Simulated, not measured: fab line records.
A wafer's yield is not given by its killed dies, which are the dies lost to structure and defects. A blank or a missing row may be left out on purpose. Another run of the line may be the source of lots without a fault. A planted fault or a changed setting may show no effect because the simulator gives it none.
fab line records ; flow nand-harc
record: lots: 6; wafers: 18; last-day: 24
route steps=1159 shown P_GATE@195 END@1159
lots with no fault: from the same line, run without faults
start-h: start of the lot's first displayed wafer, in hours after the record's first day ; wait-h: hours since the lot's step before ; " the same as in the row above ; L1.1+2: several wafers, shown together as one row ; - no value, or no start given ; * or withheld: withheld ; < > ~ a bound
route shown NAME@n: names a module that has steps shown in the file, with the first one's number in the route ; usual: mean/standard deviation taken from wafers without a fault ; same: alike in all rows ; chamber/n: place in a boat ; sites: readings site by site ; _std_site: the standard deviation of these ; _edge_site: inner sites' mean taken away from outer sites' mean ; radius-mm: how far each site lies from the wafer's centre ; mask NAME#n: copy n ; behind: the most recent tool/chamber to have shaped the wafer ; hold: cause of the lot's hold/its duration in hours/its outcome ; device: the transistor (n, p or np) that didn't switch ; end of line: tests of these same wafers at the route's end ; where a step has no rows: the recipe by itself ; killed: the dies lost at the first sort to structure and to defects; this is not the yield of the wafer ; map: dies across one wafer; x = killed, . = not, _ = none there
set.NAME: the setting that was run; set.NAME@STEP: the one run at that earlier step ; model.NAME: the simulator's own value behind a step, which no gauge read
lots at selected steps of the route; one table per step, one row per wafer
services: a tool's chamber out of use, with start hour (start-h, from the record's first day; less than 0 if before it), hours out, and reason
== steps ==
step: NHARC_P_GATE_SOFTBAKE_86
recipe: temp-c: 122; time-s: 95
step: NHARC_P_GATE_EBR_87
step: NHARC_P_GATE_EXPOSE_88
recipe: na: 0.6; target-cd-nm: 2000; dose-mj: 11.87; mask-id: P_HVN
step: NHARC_P_GATE_PEB_89
recipe: peb-temp-c: 118; peb-time-s: 85
step: NHARC_P_GATE_DEVELOP_90
recipe: time-s: 70
step: NHARC_P_GATE_CD_MEAS_91
recipe: target-cd-nm: 2000; landing-energy-ev: 500
usual: cd-nm: 1999.5/1.5
lot.wafer;tool;chamber;start-h;wait-h;cd-nm
L389.4;cd-sem-02;0;107.13;-;2001.7
L389.5;cd-sem-02;0;107.13;-;1999.3
L389.6;cd-sem-02;0;107.13;-;2001.1
L392.2;cd-sem-01;0;119.22;-;1998.1
L392.4;cd-sem-01;0;119.22;-;1999.0
L392.5;cd-sem-01;0;119.22;-;1999.9
L395.2;cd-sem-03;0;149.68;-;1999.4
L395.5;cd-sem-03;0;149.68;-;1999.2
L395.6;cd-sem-03;0;149.68;-;1999.5
L398.2;cd-sem-01;0;157.35;-;2001.8
L398.5;cd-sem-01;0;157.35;-;2001.1
L398.6;cd-sem-01;0;157.35;-;2003.9
L407.1;cd-sem-03;0;214.56;-;1998.7
L407.3;cd-sem-03;0;214.56;-;1999.0
L407.4;cd-sem-03;0;214.56;-;1999.4
L409.1;cd-sem-01;0;222.03;-;2000.6
L409.4;cd-sem-01;0;222.03;-;2000.4
L409.6;cd-sem-01;0;222.03;-;1999.9
step: NHARC_P_GATE_HARDBAKE_92
recipe: temp-c: 125; time-s: 80
step: NHARC_P_GATE_DESCUM_93
recipe: time-s: 3; o2-flow-sccm: 200; ar-flow-sccm: 0; bias-power-w: 0; chemistry: O2
usual: drypump-motor-current-A: 5.7/0.37; o2-flow-sccm: 199.9/0.6; oes-product-au: 0.995/0.0097; rf-vpp-V: 57.6/0.87; showerhead-plenum-p-Torr: 1.89/0.088; throttle-valve-pct: 11.310/0.0094
same: bias-power-w: 0
lot.wafer;tool;chamber;start-h;wait-h;drypump-motor-current-A;o2-flow-sccm;oes-product-au;rf-hours-counter-h;rf-vpp-V;showerhead-plenum-p-Torr;throttle-valve-pct
L389.4;rie-diel-03;1;107.37;-;6.4;199.8;0.990;-;57.4;1.80;11.302
L389.5;rie-diel-03;3;107.37;-;5.3;200.5;1.004;-;57.4;1.78;11.303
L389.6;rie-diel-03;0;107.37;-;5.5;201.1;0.992;-;57.5;1.93;11.321
L392.4;rie-diel-05;2;119.38;-;5.7;200.7;0.998;45;58.3;1.97;11.300
L392.2;rie-diel-05;3;119.38;-;5.3;199.2;1.004;43;58.5;1.98;11.302
L392.5;rie-diel-05;2;119.38;-;5.7;200.6;1.002;-;57.3;1.97;11.308
L395.2;rie-diel-13;0;149.85;-;5.6;199.3;0.992;12;57.0;1.93;11.305
L395.6;rie-diel-13;3;149.85;-;6.1;199.3;0.982;-;56.6;1.79;11.305
L395.5;rie-diel-13;0;149.85;-;5.6;199.6;1.002;-;59.0;1.93;11.314
L398.2;rie-diel-13;0;157.55;-;5.6;199.5;0.977;15;57.1;1.93;11.323
L398.5;rie-diel-13;1;157.55;-;5.8;199.3;0.981;-;57.6;1.80;11.300
L398.6;rie-diel-13;2;157.55;-;5.3;199.8;0.999;-;56.5;1.99;11.317
L407.1;rie-diel-03;0;214.76;-;5.5;200.3;0.995;34;58.1;1.92;11.304
L407.4;rie-diel-03;1;214.76;-;6.3;200.3;0.995;28;57.7;1.79;11.294
L407.3;rie-diel-03;2;214.76;-;5.7;200.7;0.996;33;59.1;2.04;11.312
L409.1;rie-diel-05;3;222.22;-;5.3;199.8;0.995;15;59.6;1.97;11.306
L409.4;rie-diel-05;0;222.22;-;6.3;200.2;1.002;-;56.8;1.93;11.299
L409.6;rie-diel-05;3;222.22;-;5.3;200.7;0.991;-;59.2;1.97;11.309
step: NHARC_P_GATE_IMPLANT_94
recipe: energy-kev: 60; dose-cm2: 2e+15; tilt-deg: 7
step: NHARC_P_GATE_STRIP_113
recipe: power-w: 1500; temp-c: 110; time-s: 740; chemistry: N2/H2
usual: drypump-motor-current-A: 5.61/0.29; heater-power-w: 92/9
lot.wafer;tool;chamber;start-h;wait-h;drypump-motor-current-A;heater-power-w;rf-hours-counter-h
L389.4;plasma-asher-02;1;108.20;0.6;5.90;84;-
L389.5;plasma-asher-02;1;108.20;0.6;5.89;84;-
L389.6;plasma-asher-02;0;108.20;0.6;5.93;83;-
L392.2;plasma-asher-01;0;119.75;0.2;5.50;102;3
L392.4;plasma-asher-01;0;119.75;0.2;5.48;103;-
L392.5;plasma-asher-01;0;119.75;0.2;5.49;100;-
L395.2;plasma-asher-02;0;150.54;0.5;5.91;83;50
L395.6;plasma-asher-02;1;150.54;0.5;5.85;85;-
L395.5;plasma-asher-02;0;150.54;0.5;5.85;84;-
L398.2;plasma-asher-02;0;158.00;0.3;5.85;81;51
L398.6;plasma-asher-02;1;158.00;0.3;5.86;83;-
L398.5;plasma-asher-02;0;158.00;0.3;5.87;83;-
L407.1;plasma-asher-01;1;215.13;0.2;5.18;99;40
L407.4;plasma-asher-01;1;215.13;0.2;5.21;100;-
L407.3;plasma-asher-01;0;215.13;0.2;5.50;104;-
L409.1;plasma-asher-02;1;222.61;0.2;5.87;90;11
L409.4;plasma-asher-02;0;222.61;0.2;5.89;79;-
L409.6;plasma-asher-02;0;222.61;0.2;5.85;82;-
step: NHARC_P_GATE_STRIP_95
recipe: power-w: 1500; temp-c: 250; chemistry: O2
usual: drypump-motor-current-A: 5.61/0.29; heater-power-w: 344/33
lot.wafer;tool;chamber;start-h;wait-h;drypump-motor-current-A;heater-power-w;rf-hours-counter-h
L389.4;plasma-asher-02;1;108.70;0.4;5.85;318;-
L389.5;plasma-asher-02;1;108.70;0.4;5.88;314;-
L389.6;plasma-asher-02;0;108.70;0.4;5.86;307;-
L392.2;plasma-asher-01;0;120.47;0.6;5.50;377;4
L392.4;plasma-asher-01;0;120.47;0.6;5.47;380;-
L392.5;plasma-asher-01;0;120.47;0.6;5.46;368;-
L395.2;plasma-asher-02;0;151.16;0.5;5.92;315;50
L395.6;plasma-asher-02;1;151.16;0.5;5.87;317;-
L395.5;plasma-asher-02;0;151.16;0.5;5.88;322;-
L398.2;plasma-asher-02;0;158.61;0.5;5.88;308;52
L398.6;plasma-asher-02;1;158.61;0.5;5.88;315;-
L398.5;plasma-asher-02;0;158.61;0.5;5.93;309;-
L407.1;plasma-asher-01;1;215.83;0.6;5.18;360;41
L407.4;plasma-asher-01;1;215.83;0.6;5.18;366;-
L407.3;plasma-asher-01;0;215.83;0.6;5.46;387;-
L409.1;plasma-asher-02;1;223.33;0.6;5.88;330;12
L409.4;plasma-asher-02;0;223.33;0.6;5.88;293;-
L409.6;plasma-asher-02;0;223.33;0.6;5.86;296;-
step: NHARC_P_GATE_STRIP_96
recipe: time-s: 900; temp-c: 130; chemistry: SPM
step: NHARC_P_GATE_RTA_64
recipe: temp-c: 1050; time-s: 1
usual: anneal-temp-c-max: 1054.4/0.84; lamp-power-pct: 33.06/0.2; lamp_zone_5_pct: 33.06/0.19; wafer_temp_C_max: 1055.9/1.4
lot.wafer;tool;chamber;start-h;wait-h;anneal-temp-c-max;lamp-power-pct;lamp_zone_5_pct;wafer_temp_C_max
L389.4;rtp-anneal-01;0;109.61;-;1054.1;33.30;33.22;1054.2
L389.5;rtp-anneal-01;0;109.61;-;1055.0;33.26;33.23;1053.8
L389.6;rtp-anneal-01;0;109.61;-;1055.2;33.31;33.21;1055.5
L392.2;rtp-anneal-02;0;121.06;-;1054.2;32.91;32.92;1057.9
L392.4;rtp-anneal-02;0;121.06;-;1054.7;32.93;32.95;1057.1
L392.5;rtp-anneal-02;0;121.06;-;1054.8;32.95;32.92;1058.1
L395.2;rtp-anneal-02;-;151.84;-;-;-;-;-
L395.5;rtp-anneal-02;-;151.84;-;-;-;-;-
L395.6;rtp-anneal-02;-;151.84;-;-;-;-;-
L398.2;rtp-anneal-01;-;159.19;-;-;-;-;-
L398.5;rtp-anneal-01;-;159.19;-;-;-;-;-
L398.6;rtp-anneal-01;-;159.19;-;-;-;-;-
L407.1;rtp-anneal-01;0;216.40;-;1054.6;33.34;33.37;1053.3
L407.3;rtp-anneal-01;0;216.40;-;1053.0;33.37;33.35;1055.3
L407.4;rtp-anneal-01;0;216.40;-;1054.7;33.34;33.37;1054.0
L409.1;rtp-anneal-02;0;223.90;-;1054.4;32.87;32.89;1055.1
L409.4;rtp-anneal-02;0;223.90;-;1053.8;32.86;32.94;1055.5
L409.6;rtp-anneal-02;0;223.90;-;1054.4;32.90;32.86;1055.1
step: NHARC_P_GATE_ETCH_77
recipe: target-depth-a: 60; chemistry: dHF; material: SiO2
step: NHARC_END_SORT_01
recipe: temp-c: 25
usual: killed-at-array: 25/9.2; killed-at-other: 0.9/1.3; killed-at-periphery: 3.3/2.3; killed-dies: 29/9.6; killed-open: 3.2/1.8; killed-short: 2/1.4
same: gross-dies: 677
lot.wafer;tool;chamber;start-h;wait-h;killed-at-array;killed-at-other;killed-at-periphery;killed-dies;killed-open;killed-short
L392.2;prober-02;0;456.57;2.8;30;0;0;30;3;1
L392.4;prober-02;0;458.16;3.4;22;1;2;25;2;2
L392.5;prober-02;0;458.95;3.7;29;0;2;31;3;3
L395.2;prober-01;0;476.28;2.8;17;0;660;677;2;0
L395.5;prober-01;0;478.65;3.7;35;1;641;677;7;1
L395.6;prober-01;0;479.44;4.0;16;0;661;677;5;2
L398.2;prober-02;0;478.93;2.8;32;4;641;677;6;1
L398.5;prober-02;0;481.31;3.7;33;1;643;677;3;1
L398.6;prober-02;0;482.11;4.0;39;4;634;677;3;0
L407.1;prober-02;0;567.25;2.5;44;2;3;49;2;2
killed by level:class
L392.2 A_SLIT:chamber-film-flake=9 A_STAIRCASE:chamber-film-flake=6 A_CONTACT:chamber-film-flake=6 A_CHANNEL_FILL_D1:chamber-film-flake=3 A_CHANNEL_HOLE_D1:chamber-film-flake=2 A_ONON_D1:geometric-particle:open=1 A_CHANNEL_FILL_D1:geometric-particle:short=1 A_CHANNEL_FILL_D1:geometric-particle:open=1
L392.4 A_SLIT:chamber-film-flake=7 A_CONTACT:chamber-film-flake=5 A_STAIRCASE:chamber-film-flake=4 A_WL_FILL:chamber-film-flake=2 P_M0:geometric-particle:open=1 A_ONON_D1:geometric-particle:short=1 A_CHANNEL_FILL_D1:geometric-particle:short=1 A_WL_FILL:geometric-particle:open=1
L392.5 A_SLIT:chamber-film-flake=7 A_CONTACT:chamber-film-flake=5 A_CHANNEL_FILL_D1:chamber-film-flake=4 A_STAIRCASE:chamber-film-flake=4 A_CHANNEL_HOLE_D1:chamber-film-flake=2 A_WL_FILL:chamber-film-flake=2 P_CONTACT:geometric-particle:open=1 P_M2:geometric-particle:open=1
L395.2 P_GATE:area-rta=659 A_CHANNEL_HOLE_D1:chamber-film-flake=11 A_STAIRCASE:chamber-film-flake=3 A_ONON_D1:geometric-particle:open=1 A_WL_FILL:geometric-particle:open=1 P_STI:chamber-film-flake=1 A_CONTACT:chamber-film-flake=1
L395.5 P_GATE:area-rta=637 A_CHANNEL_HOLE_D1:chamber-film-flake=23 A_STAIRCASE:chamber-film-flake=6 A_M0:geometric-particle:open=2 A_CONTACT:chamber-film-flake=2 P_CONTACT:geometric-particle:open=1 P_M0:geometric-particle:open=1 P_M1:geometric-particle:open=1
L398.2 P_GATE:area-rta=639 A_CHANNEL_HOLE_D1:chamber-film-flake=7 A_SLIT:chamber-film-flake=5 A_CONTACT:chamber-film-flake=4 A_STAIRCASE:chamber-film-flake=4 THIN_TSV:chamber-film-flake=4 A_M0:geometric-particle:open=3 A_CHANNEL_FILL_D1:chamber-film-flake=2
L395.6 P_GATE:area-rta=653 A_CHANNEL_HOLE_D1:chamber-film-flake=9 P_STI:chamber-film-flake=3 A_WL_FILL:geometric-particle:open=2 P_GATE:chamber-film-flake=2 P_STI:geometric-particle:short=1 P_M0:geometric-particle:open=1 A_ONON_D1:geometric-particle:short=1
L398.5 P_GATE:area-rta=639 A_CHANNEL_HOLE_D1:chamber-film-flake=11 A_SLIT:chamber-film-flake=6 A_M0:chamber-film-flake=5 P_ZERO_WELL:chamber-film-flake=4 A_CONTACT:chamber-film-flake=3 A_WL_FILL:chamber-film-flake=2 A_ONON_D1:geometric-particle:open=1
L398.6 P_GATE:area-rta=631 A_CHANNEL_HOLE_D1:chamber-film-flake=21 A_SLIT:chamber-film-flake=8 THIN_TSV:chamber-film-flake=4 A_SGD_CUT:chamber-film-flake=3 P_CONTACT:geometric-particle:open=2 A_WL_FILL:chamber-film-flake=2 A_CONTACT:chamber-film-flake=2
L407.1 A_CHANNEL_HOLE_D1:chamber-film-flake=21 A_SLIT:chamber-film-flake=14 A_CONTACT:chamber-film-flake=6 P_CONTACT:geometric-particle:short=1 A_CONTACT:geometric-particle:short=1 A_M1:geometric-particle:open=1 STARTING-WAFER:geometric-particle:open=1 P_ZERO_WELL:chamber-film-flake=1
map L395.2 (x killed, . not)
____________x____________
_________xxxxxxx_________
_______xxxxxxxxxxx_______
______xxxxxxxxxxxxx______
_____xxxxxxxxxxxxxxx_____
____xxxxxxxxxxxxxxxxx____
____xxxxxxxxxxxxxxxxx____
___xxxxxxxxxxxxxxxxxxx___
___xxxxxxxxxxxxxxxxxxx___
__xxxxxxxxxxxxxxxxxxxxx__
__xxxxxxxxxxxxxxxxxxxxx__
_xxxxxxxxxxxxxxxxxxxxxxx_
_xxxxxxxxxxxxxxxxxxxxxxx_
_xxxxxxxxxxxxxxxxxxxxxxx_
_xxxxxxxxxxxxxxxxxxxxxxx_
_xxxxxxxxxxxxxxxxxxxxxxx_
xxxxxxxxxxxxxxxxxxxxxxxxx
xxxxxxxxxxxxxxxxxxxxxxxxx
xxxxxxxxxxxxxxxxxxxxxxxxx
xxxxxxxxxxxxxxxxxxxxxxxxx
xxxxxxxxxxxxxxxxxxxxxxxxx
_xxxxxxxxxxxxxxxxxxxxxxx_
_xxxxxxxxxxxxxxxxxxxxxxx_
_xxxxxxxxxxxxxxxxxxxxxxx_
_xxxxxxxxxxxxxxxxxxxxxxx_
_xxxxxxxxxxxxxxxxxxxxxxx_
__xxxxxxxxxxxxxxxxxxxxx__
__xxxxxxxxxxxxxxxxxxxxx__
___xxxxxxxxxxxxxxxxxxx___
___xxxxxxxxxxxxxxxxxxx___
____xxxxxxxxxxxxxxxxx____
____xxxxxxxxxxxxxxxxx____
_____xxxxxxxxxxxxxxx_____
______xxxxxxxxxxxxx______
_______xxxxxxxxxxx_______
_________xxxxxxx_________
____________x____________
map L398.2 (x killed, . not)
____________x____________
_________xxxxxxx_________
_______xxxxxxxxxxx_______
______xxxxxxxxxxxxx______
_____xxxxxxxxxxxxxxx_____
____xxxxxxxxxxxxxxxxx____
____xxxxxxxxxxxxxxxxx____
___xxxxxxxxxxxxxxxxxxx___
___xxxxxxxxxxxxxxxxxxx___
__xxxxxxxxxxxxxxxxxxxxx__
__xxxxxxxxxxxxxxxxxxxxx__
_xxxxxxxxxxxxxxxxxxxxxxx_
_xxxxxxxxxxxxxxxxxxxxxxx_
_xxxxxxxxxxxxxxxxxxxxxxx_
_xxxxxxxxxxxxxxxxxxxxxxx_
_xxxxxxxxxxxxxxxxxxxxxxx_
xxxxxxxxxxxxxxxxxxxxxxxxx
xxxxxxxxxxxxxxxxxxxxxxxxx
xxxxxxxxxxxxxxxxxxxxxxxxx
xxxxxxxxxxxxxxxxxxxxxxxxx
xxxxxxxxxxxxxxxxxxxxxxxxx
_xxxxxxxxxxxxxxxxxxxxxxx_
_xxxxxxxxxxxxxxxxxxxxxxx_
_xxxxxxxxxxxxxxxxxxxxxxx_
_xxxxxxxxxxxxxxxxxxxxxxx_
_xxxxxxxxxxxxxxxxxxxxxxx_
__xxxxxxxxxxxxxxxxxxxxx__
__xxxxxxxxxxxxxxxxxxxxx__
___xxxxxxxxxxxxxxxxxxx___
___xxxxxxxxxxxxxxxxxxx___
____xxxxxxxxxxxxxxxxx____
____xxxxxxxxxxxxxxxxx____
_____xxxxxxxxxxxxxxx_____
______xxxxxxxxxxxxx______
_______xxxxxxxxxxx_______
_________xxxxxxx_________
____________x____________
== services ==
tool;chamber;start-h;hours;kind
rie-diel-05;0;93.62;-;clean
rie-diel-05;1;93.62;-;clean
plasma-asher-01;-;99.14;9.0;pm
plasma-asher-01;0;99.14;9.0;vent-cycle
plasma-asher-01;1;99.14;9.0;vent-cycle
rie-diel-13;-;99.17;9.0;pm
plasma-asher-01;0;108.14;-;clean
plasma-asher-01;1;108.14;-;clean
rie-diel-13;1;113.80;4.9;repair
rie-diel-03;2;130.39;2.0;repair
rie-diel-05;2;134.26;2.8;repair
rie-diel-05;2;142.12;15.8;repair
rie-diel-05;-;149.34;1.9;repair
rie-diel-05;-;163.61;9.0;pm
plasma-asher-02;-;166.28;6.5;repair
plasma-asher-02;-;183.03;9.0;pm
plasma-asher-02;0;183.03;9.0;vent-cycle
plasma-asher-02;1;183.03;9.0;vent-cycle
plasma-asher-02;0;192.03;-;clean
plasma-asher-02;1;192.03;-;clean
rie-diel-13;3;205.91;4.2;repair
rie-diel-13;1;206.20;2.9;repair
rie-diel-05;3;215.20;4.7;repair
rie-diel-03;-;215.30;9.0;pm
== key ==
first-sign: step: NHARC_P_GATE_RTA_64; reading: tool-record; direction: missing
effect: step: NHARC_END_SORT_01; reading: killed-at-periphery; direction: up; sigmas: 99+; usual: 3.3; struck: 646.7
more-kills-born-at: NHARC_P_GATE_RTA_64@rtp-anneal-02: 1949; NHARC_P_GATE_RTA_64@rtp-anneal-01: 1909
met-at NHARC_P_GATE_RTA_64
struck-wafers L395.2,L395.5,L395.6,L398.2,L398.5,L398.6
later-rows-left-out L395.2,L395.5,L395.6,L398.2,L398.5,L398.6
tester-left-out L395,L398
onset-between 121.06 151.84
fault: kind: skipped-step-whole; tool: rtp-anneal-01,rtp-anneal-02; chamber: -; onset-h: 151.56; steps: NHARC_P_GATE_RTA_64; scope: struck-lots-only
tester-left-out: of these lots the tester's yield and bins aren't shown, on N5 and GAA mostly nor the transistor test; their killed dies are dies lost to structure and defects alone, not to doping, threshold or leakage, so they don't give the yield
later-rows-left-out: the simulator's readings of these wafers behind a module that went badly wrong aren't trusted and aren't shown, but for the sort
